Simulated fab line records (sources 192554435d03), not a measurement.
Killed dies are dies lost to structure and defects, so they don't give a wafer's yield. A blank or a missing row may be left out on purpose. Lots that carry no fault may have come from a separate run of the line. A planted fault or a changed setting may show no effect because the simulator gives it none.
Comparing a struck lot with a sound one + flow n5 finfet + 27 steps out of a route of 1938
Sound: wafers L322.1, L322.2, L322.3. Struck: wafers L329.1, L329.4, L329.5. At the end, the cause is stated.
At each step with rows: each side's tool, then ch and its chambers, then its first start. Under that, the readings that differ: sound wafers + struck wafers + difference of the means + sigmas: that difference in standard deviations of wafers without a fault.
alike: readings whose means differ by less than 2 such deviations, and words and numbers that are the same on both sides. not compared: withheld readings, readings that some wafer has no value for, bounds like >300 that may hide the same value, and numbers for which the record gives no deviation and whose values overlap.
Wherever a step has rows on one side only, a row that says differs or no value, or a row with sigmas, the two part there. Non-overlapping numbers with no deviation appear without sigmas and do not part them. A reading that every wafer of one side lacks parts them only if that side has two wafers or more.

first, 11 steps without rows for these wafers: N5_FIN_SAQP_STRIP_53 (strips in N2/H2); N5_FIN_SAQP_HM_OPEN_73 (chemistry CHF3/O2, target SiO2, stops on a-Si, target depth 12 nm, time 16.8 s); N5_FIN_SAQP_STRIP_74 (strips in CHF3/O2); N5_FIN_SAQP_MANDREL_ETCH_22 (etches a-Si in HBr/Cl2, stops on SiNx, target depth 60 nm, bt time 10 s, time 30 s); N5_FIN_SAQP_STRIP_55 (strips in N2/H2); N5_FIN_SAQP_STRIP_23 (strips in SPM, time 750 s); N5_FIN_SAQP_SRD_66 (time 30 s); N5_FIN_SAQP_RECESS_75 (chemistry HF/NH3, target SiO2, target depth 14.4 nm, afs cycles 3, sublimation time 60 s); N5_FIN_SAQP_SPACER1_ALD_24 (deposits SiO2, target thk 20.3 nm, pulse time 1 s, purge time 2 s); N5_FIN_SAQP_SPACER1_ETCHBACK_25 (etches SiO2 in CHF3/O2, target depth 24.4 nm, time 12.2 s); N5_FIN_SAQP_MANDREL1_REMOVE_56 (chemistry HBr/Cl2/O2, target a-Si, stops on SiNx, bt time 10 s).
N5_FIN_SAQP_ETCH_57: etches SiNx in CH3F/O2, target depth 32.5 nm, time 46.4 s.
  sound on rie diel-06 ch 0,1,2, day 3 01:20; struck on rie diel-06 ch 2,3, day 4 18:48
  no value came back on the struck wafers for any of 10 readings (CH3F_flow_sccm (sccm), O2_flow_sccm (sccm) and others); on the sound wafers CH3F_flow_sccm (sccm) reads 29.98 29.97 30.12
then, 1 step without rows for these wafers: N5_FIN_SAQP_ETCH_65 (etches SiO2 in CF4, target depth 4 nm, time 4.4 s).
N5_FIN_SAQP_MANDREL_ETCH_58: etches a-Si in HBr/Cl2, stops on SiNx, target depth 45 nm, bt time 10 s, time 27 s.
  sound on rie si-01 ch 0,1,2, day 3 01:29; struck on rie si-05 ch 1,2,3, day 4 18:56
| reading                | sound             | struck            | difference | sigmas |
|------------------------|-------------------|-------------------|------------|--------|
| oes product au (a.u.)  | 0.694 0.697 0.697 | 0.310 0.317 0.322 | -0.380     | -35    |
| throttle valve pct (%) | 35.8 34.7 35.5    | 36.6 36.3 36.5    | +1.1       | +3     |
  alike: HBr_flow_sccm, bias w, drypump motor current A
  not compared: rf hours counter h
then, 2 steps without rows for these wafers: N5_FIN_SAQP_RECESS_63 (chemistry HF/NH3, target SiO2, target depth 18 nm, afs cycles 3, sublimation time 60 s); N5_FIN_SAQP_COAT_68 (time 60 s, resist thk 100 nm).
N5_FIN_SAQP_ETCH_69: etches SOC in N2/H2, stops on SiNx, target depth 150 nm.
  sound on rie diel-05 ch 1,2,3, day 3 02:02; struck on rie diel-05 ch 1,2,3, day 4 19:28
| reading               | sound          | struck         | difference | sigmas |
|-----------------------|----------------|----------------|------------|--------|
| oes product au (a.u.) | 0.67 0.73 0.77 | 0.29 0.28 0.35 | -0.42      | -4     |
  alike: bias w, chamber pressure mTorr, drypump motor current A, rf vpp V, showerhead plenum p Torr, throttle valve pct
  not compared: rf hours counter h
then, 4 steps without rows for these wafers: N5_FIN_SAQP_ETCH_67 (etches SiNx in CH3F/O2, target depth 30 nm); N5_FIN_SAQP_STRIP_70 (strips in N2/H2); N5_FIN_SAQP_RECESS_71 (chemistry HF/NH3, target SiO2, target depth 3 nm, afs cycles 1, sublimation time 60 s); N5_FIN_SAQP_SPACER2_ALD_28 (deposits SiO2, target thk 8.1 nm, pulse time 1 s, purge time 2 s).
N5_FIN_SAQP_SPACER2_ETCHBACK_29: etches SiO2 in CHF3/O2, target depth 12.2 nm, time 6.1 s.
  sound on rie diel-06 ch 0,2,3, day 3 02:47; struck on rie diel-05 ch 0,1,3, day 4 20:06
| reading               | sound          | struck         | difference | sigmas |
|-----------------------|----------------|----------------|------------|--------|
| oes product au (a.u.) | 0.70 0.71 0.67 | 0.28 0.35 0.35 | -0.37      | -4     |
  alike: drypump motor current A, oes_ar_750_au, rf vpp V, showerhead plenum p Torr, throttle valve pct
  not compared: rf hours counter h
N5_FIN_SAQP_MANDREL2_REMOVE_60: chemistry HBr/Cl2/O2, target a-Si, stops on SiNx, bt time 10 s.
  sound on rie si-05 ch 0,2,3, day 3 02:53; struck on rie si-01 ch 0,2,3, day 4 20:11
| reading               | sound             | struck            | difference | sigmas |
|-----------------------|-------------------|-------------------|------------|--------|
| oes product au (a.u.) | 0.994 0.990 1.006 | 0.373 0.380 0.383 | -0.618     | -44    |
  alike: drypump motor current A, throttle valve pct
  not compared: rf hours counter h
N5_FIN_SAQP_CD_MEAS_31 targets a cd of 8 nm.
  sound on cd sem-01 ch 0, day 3 02:59; struck on cd sem-02 ch 0, day 4 20:17
| reading    | sound          | struck | difference                    | sigmas |
|------------|----------------|--------|-------------------------------|--------|
| cd nm (nm) | 8.10 8.28 7.96 | - - -  | no value on the struck wafers |        |
then, 1 step without rows for these wafers: N5_FIN_SAQP_HM_OPEN_33 (chemistry CH3F/O2, target SiNx, target depth 49.4 nm, time 70.6 s).
N5_BEOL_M4_RC_MEAS_101:
  the record has rows for the sound wafers here (prober-02 ch 0, day 9 05:28) and none for the struck ones
-- record jumps: 10 days separate the struck wafers' starts on either side; left off in module BEOL_M4, taken up again in module PASSIVATION, whose first shown step is the route's number 1936 --
N5_PASSIVATION_PROBE_49:
  sound on prober-01 at day 13 13:20; struck on prober-01 at day 15 06:22
| reading                  | sound          | struck         | difference | sigmas      |
|--------------------------|----------------|----------------|------------|-------------|
| defect limited yield (%) | 91.9 92.0 90.8 | 0 0 0          | -92        | -65         |
| killed_at_M0_to_M3       | 28 45 57       | 21 22 16       | -24        | -2          |
| killed at front end      | 38 30 29       | 1123 1128 1126 | +1093      | +91         |
| killed at other          | 5 3 1          | 10 9 6         | +5         | +2          |
| killed dies              | 95 94 108      | 1180 1180 1180 | +1081      | +64         |
| killed on rim            | 13 15 13       | 152 152 152    | +138       | +35         |
| sort_bin_5_function (%)  | 5.0 5.5 5.8    | 96.4 95.8 96.4 | +90.8      | +99 or more |
| sort n pass              | 1085 1086 1072 | 0 0 0          | -1081      | -64         |
| sort yield pct (%)       | 91.9 92.0 90.8 | 0 0 0          | -92        | -65         |
  alike: killed_at_M4_up, killed at contacts, killed open, killed short, sort_bin_6_memory

WHERE THEY PART
First at N5_FIN_SAQP_ETCH_57; last, within this record, at N5_PASSIVATION_PROBE_49.

WHY: what the simulator had put in
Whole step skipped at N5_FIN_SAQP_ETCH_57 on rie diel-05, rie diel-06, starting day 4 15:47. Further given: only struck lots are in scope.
